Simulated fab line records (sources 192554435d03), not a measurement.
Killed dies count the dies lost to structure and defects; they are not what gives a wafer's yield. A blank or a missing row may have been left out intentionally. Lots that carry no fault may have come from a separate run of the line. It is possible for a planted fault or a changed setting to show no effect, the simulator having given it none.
Chamber matching ; flow n5-finfet ; 4 sister chambers for N5_BEOL_M9_ETCH_76 on rie-diel-06
The step etches underlayer in N2/H2, target depth 6.5 nm, time 5.2 s. 4 wafers are shown with their chamber, then 11 later ones without.

## EACH WAFER AND ITS CHAMBER
wafer;chamber;showerhead-plenum-p-Torr (Torr)
L085.4;0;2.53
L085.5;3;2.53
L089.6;1;2.59
L091.4;2;2.61

## WAFERS WITH NO CHAMBER GIVEN
wafer;showerhead-plenum-p-Torr (Torr)
L091.5;2.59
L091.6;2.61
L090.2;2.59
L090.3;2.52
L090.4;2.60
L092.1;2.52
L092.2;2.60
L092.5;2.59
L093.2;2.59
L093.4;2.53
L093.5;2.60

## WHICH CHAMBER EACH ONE RAN IN
wafer;from the rows above;in truth
L091.5;1;1
L091.6;2;2
L090.2;1;1
L090.3;can't be placed: 0 or 3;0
L090.4;can't be placed: 2 or 1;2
L092.1;can't be placed: 0 or 3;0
L092.2;can't be placed: 2 or 1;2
L092.5;1;1
L093.2;1;1
L093.4;can't be placed: 0 or 3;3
L093.5;can't be placed: 2 or 1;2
Placed correctly: 5 of 11. Not placeable from these rows: 6 (in 6, the candidates include the true chamber). Placed wrongly: 0.
How it was worked out, from the rows above alone: a wafer's distance from a chamber is the root of the sum, over the readings, of the square of ((its reading less the chamber's mean) divided by the reading's scatter). The wafer belongs to the nearest chamber; if the next one is less than 2 further off, it can't be placed. Each chamber's mean is taken over the wafers shown for it. The scatter: root of mean squared gap, hidden wafer to nearest shown wafer, with one shown wafer a chamber.
